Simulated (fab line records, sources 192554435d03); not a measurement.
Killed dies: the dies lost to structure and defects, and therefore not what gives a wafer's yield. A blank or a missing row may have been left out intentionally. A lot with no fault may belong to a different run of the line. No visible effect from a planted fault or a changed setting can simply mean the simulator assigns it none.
Which tool is to blame? ; flow n5_finfet ; Sampling: 10 lots, 29 wafers, 5 of 1938 route steps

WHAT THE GAUGES SHOWED, per wafer
N5_HKMG_FIN_OVL_MEAS_50.
lot;measured;on;NDIPOLE_OVL (nm)
L919;day 4 03:10;overlay-01;0.1 -0.7 0.4
L920;day 4 07:14;overlay-01;-1.3 -0.2 0.0
L921;day 4 14:16;overlay-01;-0.7 0.2 0.0
L922;day 4 18:10;overlay-01;-0.4 0.7 -0.7
L924;day 5 04:10;overlay-02;-0.6 -0.4 -0.7
L926;day 5 18:19;overlay-01;0.0 0.8 0.7
L937;day 8 11:16;overlay-02;-0.5 0.0
L939;day 9 00:58;overlay-01;-0.6 -0.8 -1.7
L940;day 9 10:41;overlay-01;-0.6 -0.3 -0.5
L941;day 9 12:29;overlay-01;-0.4 0.8 0.2

N5_BEOL_M4_RC_MEAS_101.
lot;measured;on;DIBL_N (mV/V);DIBL_P (mV/V);IOFF_N (nA/um);IOFF_P (nA/um);ION_N (uA/um);ION_P (uA/um);SS_N (mV/dec);SS_P (mV/dec);VT_N (mV);VT_P (mV)
L919;day 9 11:10;prober-01;39.2 37.5 33.2;40.5 39.0 32.6;0.22 0.17 0.10;0.34 0.29 0.18;686 677 646;483 471 455;71.1 71.0 69.9;74.5 73.9 72.5;243 247 255;-239 -244 -252
L920;day 9 10:38;prober-02;37.8 42.0 34.8;36.2 40.1 33.9;0.15 0.27 0.13;0.21 0.27 0.18;666 682 680;459 458 468;71.6 73.9 71.1;72.7 74.7 72.6;250 245 252;-249 -249 -251
L921;day 10 02:23;prober-02;37.3 33.2 34.2;37.3 32.7 34.5;0.16 0.11 0.13;0.25 0.18 0.20;690 685 676;480 474 477;71.2 70.0 70.5;73.6 72.5 72.5;248 253 251;-247 -250 -249
L922;day 9 21:14;prober-02;35.1 36.8 35.6;35.1 37.9 36.8;0.14 0.16 0.15;0.18 0.22 0.21;679 668 680;466 460 469;71.7 71.1 70.9;72.6 74.0 72.8;252 253 250;-252 -251 -249
L924;day 10 06:55;prober-02;35.6 37.4 34.8;35.6 37.6 36.4;0.12 0.16 0.13;0.20 0.22 0.21;653 651 661;462 448 462;71.6 72.3 70.8;72.9 73.5 73.2;255 252 253;-250 -251 -248
L926;day 10 21:10;prober-01;35.9 37.0 38.1;35.8 38.1 38.4;0.14 0.17 0.18;0.16 0.21 0.22;675 661 685;454 455 465;71.9 71.1 72.2;73.2 74.0 74.1;254 250 250;-256 -252 -254
L937;day 13 14:04;prober-02;40.1 37.1;40.6 36.5;0.25 0.17;0.26 0.20;683 686;459 466;72.1 71.5;74.9 73.9;243 246;-249 -253
L939;day 14 07:06;prober-01;37.4 37.4 38.9;38.4 38.9 38.7;0.16 0.17 0.18;0.22 0.25 0.24;678 667 654;468 455 452;71.0 71.4 72.4;74.4 73.9 74.9;251 253 254;-249 -247 -249
L940;day 14 14:19;prober-02;38.1 35.2 35.7;37.1 34.2 34.4;0.19 0.14 0.14;0.25 0.19 0.21;669 680 678;458 466 474;71.4 71.2 71.6;73.8 72.6 73.6;249 251 249;-248 -250 -248
L941;day 14 07:49;prober-02;38.0 39.0 37.8;37.2 39.1 36.6;0.19 0.23 0.18;0.26 0.31 0.25;699 682 674;472 467 463;71.8 71.8 72.4;73.5 74.1 73.6;249 245 248;-244 -244 -245

WHICH TOOL RAN EACH LOT (tool, then ch and the chambers of the sampled wafers, then the start)
lot;N5_SDB_CMP_30;N5_HKMG_FIN_HK_ALD_01;N5_HKMG_FIN_ALD_74
L919;cmp-01 ch 1,2, day 4 01:17;ald_hk-03 ch 1,2, day 4 02:12;ald_hk-01 ch 0,2,3, day 4 02:36
L920;cmp-04 ch 0,2,3, day 4 05:23;ald_hk-02 ch 0,1,2, day 4 06:16;ald_hk-03 ch 1,2, day 4 06:40
L921;cmp-04 ch 1,2, day 4 12:23;ald_hk-02 ch 0,3, day 4 13:17;ald_hk-03 ch 1,2, day 4 13:41
L922;cmp-01 ch 0,1,3, day 4 16:17;ald_hk-03 ch 0,2,3, day 4 17:12;ald_hk-01 ch 1,2, day 4 17:36
L924;cmp-01 ch 0,1,2, day 5 02:17;ald_hk-02 ch 1,3, day 5 03:15;ald_hk-03 ch 1,2, day 5 03:43
L926;cmp-01 ch 0,3, day 5 16:01;ald_hk-02 ch 2,3, day 5 16:53;ald_hk-03 ch 0,1, day 5 17:17
L937;cmp-04 ch 2, day 8 09:25;ald_hk-01 ch 2,3, day 8 10:17;ald_hk-03 ch 2,3, day 8 10:41
L939;cmp-03 ch 0,2,3, day 8 23:12;ald_hk-03 ch 0,2,3, day 9 00:06;ald_hk-01 ch 1,2, day 9 00:31
L940;cmp-04 ch 0,1,3, day 9 08:50;ald_hk-01 ch 0,2,3, day 9 09:43;ald_hk-02 ch 0,3, day 9 10:07
L941;cmp-04 ch 0,2, day 9 10:39;ald_hk-03 ch 0,2, day 9 11:31;ald_hk-01 ch 0,2,3, day 9 11:55
- N5_SDB_CMP_30: polishes, stops on poly-Si, t overpolish 1.54 s, target thk 30 nm.
- N5_HKMG_FIN_HK_ALD_01: deposits HfO2, target thk 1.6 nm, pulse time 3 s, purge time 3 s.
- N5_HKMG_FIN_ALD_74: deposits La2O3, target thk 0.5 nm, pulse time 6 s, co reactant pulse time 1 s.

WHAT THE TOOLS THEMSELVES READ (means of the sampled wafers that have a number; where no wafer has one, the mark that the record gives instead)
N5_SDB_CMP_30.
lot;tool;motor_current_A (A);overpolish_run_s (s);platen_rpm (rpm);retaining_ring_pressure_frac;time_to_endpoint_s (s)
L919;cmp-01;10.5;1.538;51.802;1.003;15.5
L920;cmp-04;11.4;1.542;51.810;0.999;15.4
L921;cmp-04;12.8;1.543;51.774;0.999;21.5
L922;cmp-01;12.8;1.541;51.833;1.000;17.1
L924;cmp-01;11.9;1.544;51.804;0.995;17.5
L926;cmp-01;14.3;1.543;51.834;0.994;20.8
L937;cmp-04;12.0;1.535;51.785;1.005;14.4
L939;cmp-03;13.2;1.537;51.805;0.998;19.4
L940;cmp-04;12.5;1.536;51.795;1.001;17.6
L941;cmp-04;10.7;1.537;51.807;0.998;14.4

N5_HKMG_FIN_HK_ALD_01.
lot;tool;precursor_pulse_height_rel
L919;ald_hk-03;0.991
L920;ald_hk-02;0.989
L921;ald_hk-02;0.984
L922;ald_hk-03;1.009
L924;ald_hk-02;0.980
L926;ald_hk-02;1.002
L937;ald_hk-01;0.980
L939;ald_hk-03;0.989
L940;ald_hk-01;1.008
L941;ald_hk-03;0.993

N5_HKMG_FIN_ALD_74.
lot;tool;heater_power_w (W);precursor_pulse_height_rel
L919;ald_hk-01;354;1.011
L920;ald_hk-03;343;0.992
L921;ald_hk-03;338;1.008
L922;ald_hk-01;364;0.988
L924;ald_hk-03;344;1.003
L926;ald_hk-03;377;1.000
L937;ald_hk-03;334;1.014
L939;ald_hk-01;341;1.007
L940;ald_hk-02;313;0.979
L941;ald_hk-01;358;0.991

THE ANSWER, worked out from the rows above alone
Rule: the usual values come from the lots themselves. Put in order of their means at a reading, lots are off if they are a third of the lots or fewer, leave a main group of 4 or more, and stand apart from it by a gap of 3 or more times the standard deviation of the main group's means; of several such gaps the widest counts. If all means in a main group match to the digits the tables above print for the reading, that group is not used. A lot without any number at a reading at which 4 lots or more have one is off too. Any other lot the step has rows for is counted as sound. The gauges are gone through in route order, then the tools' own readings, and for those a lot's mean is taken as printed above. At the first step where some lot is off, the reading lying furthest off is the one used; lots without a number count as furthest.
No lot is off on any of the readings shown, so nothing can be concluded from this.

WHAT WAS PUT IN BY THE SIMULATOR
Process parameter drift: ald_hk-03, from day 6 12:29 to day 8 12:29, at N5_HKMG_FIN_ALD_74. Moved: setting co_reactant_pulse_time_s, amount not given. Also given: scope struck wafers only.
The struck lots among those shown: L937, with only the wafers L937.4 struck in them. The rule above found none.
